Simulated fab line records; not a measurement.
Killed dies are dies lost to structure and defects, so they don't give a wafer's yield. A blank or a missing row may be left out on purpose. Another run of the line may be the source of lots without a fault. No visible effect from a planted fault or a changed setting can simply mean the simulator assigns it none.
Lot-split experiment / flow n5_finfet / route with 1938 steps; 7 lots, 21 wafers read

== ABOUT THE SPLIT ==
At N5_BEOL_M8_PEB_09 (peb time 60 s), the setting peb_time_s was moved away from the recipe's 60 s on 6 of the 21 wafers read, by -21.9% to +6.1%. The other wafers ran this setting at the recipe's value.

== FROM THE SPLIT TO THE READING: what the file shows between them, 17 steps ==
- N5_BEOL_M8_DEVELOP_10: develop time 30 s
- N5_BEOL_M8_CD_MEAS_11: target cd 38.5 nm
- N5_BEOL_M8_DESCUM_16: chemistry O2, time 7.9 s
- N5_BEOL_M8_ETCH_61: etches SiARC in CF4, target depth 45.5 nm, time 75.8 s
- N5_BEOL_M8_ETCH_62: etches SOC in N2/H2, target depth 110 nm, overetch 22 nm, time 165 s (also split here: bias_w)
- N5_BEOL_M8_STRIP_68: strips in N2/H2
- N5_BEOL_M8_STRIP_67: strips in CF4
- N5_BEOL_M8_HM_OPEN_17: chemistry Cl2/BCl3, target TiN, target depth 20 nm, overetch 6 nm
- N5_BEOL_M8_STRIP_19: strips in O2
- N5_BEOL_M8_CD_MEAS_18: pitch 80 nm, target cd 40 nm
- N5_BEOL_M8_COAT_63: time 60 s, resist thk 60 nm
- N5_BEOL_M8_COAT_64: time 60 s, resist thk 12 nm
- N5_BEOL_M8_STRIP_80: strips in N2/H2, time 10 s
- N5_BEOL_M8_HM_STRIP_39: strips TiN in peroxide tin strip, target depth 25 nm, time 158 s
- N5_BEOL_M8_SRD_40: time 30 s
- N5_BEOL_M8_PRECLEAN_42: cleans in residue remover, time 60 s
- N5_BEOL_M8_SRD_43: time 30 s

== THE READING ==
cd_nm at N5_BEOL_M8_CD_MEAS_35, given in nm (cd target 40 nm). On this fab line, fault-free wafers typically give 40.0 nm with a standard deviation of 0.51 nm.

wafer=L074.2; tool, chamber at the split=litho_track-05, 0; peb_time_s as run, s=60; against the recipe=recipe; cd_nm, nm=39.2; against lot-mates on the recipe=-
wafer=L074.3; tool, chamber at the split=litho_track-05, 0; peb_time_s as run, s=63.67; against the recipe=+6.1%; cd_nm, nm=41.4; against lot-mates on the recipe=+1.9
wafer=L074.4; tool, chamber at the split=litho_track-05, 0; peb_time_s as run, s=60; against the recipe=recipe; cd_nm, nm=39.9; against lot-mates on the recipe=-
wafer=L076.1; tool, chamber at the split=litho_track-05, 0; peb_time_s as run, s=60; against the recipe=recipe; cd_nm, nm=38.9; against lot-mates on the recipe=-
wafer=L076.3; tool, chamber at the split=litho_track-05, 0; peb_time_s as run, s=50.35; against the recipe=-16.1%; cd_nm, nm=35.6; against lot-mates on the recipe=-3.3
wafer=L076.6; tool, chamber at the split=litho_track-05, 0; peb_time_s as run, s=50.35; against the recipe=-16.1%; cd_nm, nm=35.7; against lot-mates on the recipe=-3.2
wafer=L082.1; tool, chamber at the split=litho_track-04, 0; peb_time_s as run, s=60; against the recipe=recipe; cd_nm, nm=40.1; against lot-mates on the recipe=-
wafer=L082.4; tool, chamber at the split=litho_track-04, 0; peb_time_s as run, s=60; against the recipe=recipe; cd_nm, nm=40.1; against lot-mates on the recipe=-
wafer=L082.5; tool, chamber at the split=litho_track-04, 0; peb_time_s as run, s=60; against the recipe=recipe; cd_nm, nm=40.0; against lot-mates on the recipe=-
wafer=L086.2; tool, chamber at the split=litho_track-05, 0; peb_time_s as run, s=60; against the recipe=recipe; cd_nm, nm=40.8; against lot-mates on the recipe=-
wafer=L086.5; tool, chamber at the split=litho_track-05, 0; peb_time_s as run, s=60; against the recipe=recipe; cd_nm, nm=40.9; against lot-mates on the recipe=-
wafer=L086.6; tool, chamber at the split=litho_track-05, 0; peb_time_s as run, s=60; against the recipe=recipe; cd_nm, nm=40.1; against lot-mates on the recipe=-
wafer=L095.2; tool, chamber at the split=litho_track-05, 0; peb_time_s as run, s=60; against the recipe=recipe; cd_nm, nm=39.7; against lot-mates on the recipe=-
wafer=L095.4; tool, chamber at the split=litho_track-05, 0; peb_time_s as run, s=60; against the recipe=recipe; cd_nm, nm=39.4; against lot-mates on the recipe=-
wafer=L095.5; tool, chamber at the split=litho_track-05, 0; peb_time_s as run, s=60; against the recipe=recipe; cd_nm, nm=39.7; against lot-mates on the recipe=-
wafer=L094.2; tool, chamber at the split=litho_track-01, 0; peb_time_s as run, s=46.85; against the recipe=-21.9%; cd_nm, nm=34.1; against lot-mates on the recipe=-5.6
wafer=L094.3; tool, chamber at the split=litho_track-01, 0; peb_time_s as run, s=60; against the recipe=recipe; cd_nm, nm=39.7; against lot-mates on the recipe=-
wafer=L094.4; tool, chamber at the split=litho_track-01, 0; peb_time_s as run, s=46.85; against the recipe=-21.9%; cd_nm, nm=33.6; against lot-mates on the recipe=-6.1
wafer=L097.1; tool, chamber at the split=litho_track-04, 0; peb_time_s as run, s=60; against the recipe=recipe; cd_nm, nm=40.3; against lot-mates on the recipe=-
wafer=L097.3; tool, chamber at the split=litho_track-04, 0; peb_time_s as run, s=63.46; against the recipe=+5.8%; cd_nm, nm=41.4; against lot-mates on the recipe=+0.5
wafer=L097.6; tool, chamber at the split=litho_track-04, 0; peb_time_s as run, s=60; against the recipe=recipe; cd_nm, nm=41.5; against lot-mates on the recipe=-

FIT RESULTS
A straight line over all 21 wafers: cd_nm changes by +0.275 nm for each +1% of peb_time_s; r = +0.97; the points scatter about the line by 0.59 nm.
The same after taking each lot's own level away (the mean of its wafers on the recipe; 21 wafers): +0.242 nm for each +1%; r = +0.98; scatter 0.45 nm.
The reading moves by 5.3 nm for the largest change in peb_time_s, on that fit.
The lots' own levels span 38.90 to 40.90 nm, that is 3.9 times the standard deviation above.
So the slope is not independent of the lot-to-lot level: the two fits are not the same.
Check: with one of the wafers moved furthest among these (-21.9%) left out of the fit, the line predicts -5.18 nm for it against its lot-mates. It came out at -5.6 nm against them.

== OTHER SPLITS ON THESE WAFERS ==
Before the reading, these wafers also passed through other splits. Each is held against what the fit with the lots' levels taken away leaves over:
other split on the same wafers=N5_BEOL_M7_HM_DEP_02 target_thk_a; wafers away from the commonest value=7; r with cd_nm (lot level and that fit taken away)=+0.10
other split on the same wafers=N5_BEOL_M8_ILD_DEP_00 time_s; wafers away from the commonest value=6; r with cd_nm (lot level and that fit taken away)=-0.07
other split on the same wafers=N5_BEOL_M8_PECVD_70 temp_c; wafers away from the commonest value=4; r with cd_nm (lot level and that fit taken away)=+0.08
other split on the same wafers=N5_BEOL_M8_ETCH_62 bias_w; wafers away from the commonest value=9; r with cd_nm (lot level and that fit taken away)=-0.28

== THE WHOLE CHAIN: every reading that the file lists as answering this split, in the file's order ==
step=N5_BEOL_M8_CD_MEAS_11; what it does=target cd 38.5 nm; reading=cd_nm; change (the file's fit)=+0.284 nm for each +1% of the setting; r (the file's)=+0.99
step=N5_BEOL_M8_ETCH_61; what it does=etches SiARC in CF4, target depth 45.5 nm, time 75.8 s; reading=BEOL_M8.cd_offset_nm (the simulator's own value, which no gauge read); change (the file's fit)=+0.264 nm for each +1% of the setting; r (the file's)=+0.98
step=N5_BEOL_M8_HM_OPEN_17; what it does=chemistry Cl2/BCl3, target TiN, target depth 20 nm, overetch 6 nm; reading=BEOL_M8.cd_offset_nm (the simulator's own value, which no gauge read); change (the file's fit)=+0.254 nm for each +1% of the setting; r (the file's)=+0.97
step=N5_BEOL_M8_CD_MEAS_18; what it does=pitch 80 nm, target cd 40 nm; reading=cd_nm; change (the file's fit)=+0.264 nm for each +1% of the setting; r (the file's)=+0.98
step=N5_BEOL_M8_CD_MEAS_35; what it does=target cd 40 nm; reading=cd_nm; change (the file's fit)=+0.243 nm for each +1% of the setting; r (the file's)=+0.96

== FILE'S OWN FIT ==
cd_nm changes by +0.243 nm for each +1% of peb_time_s, r = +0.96.
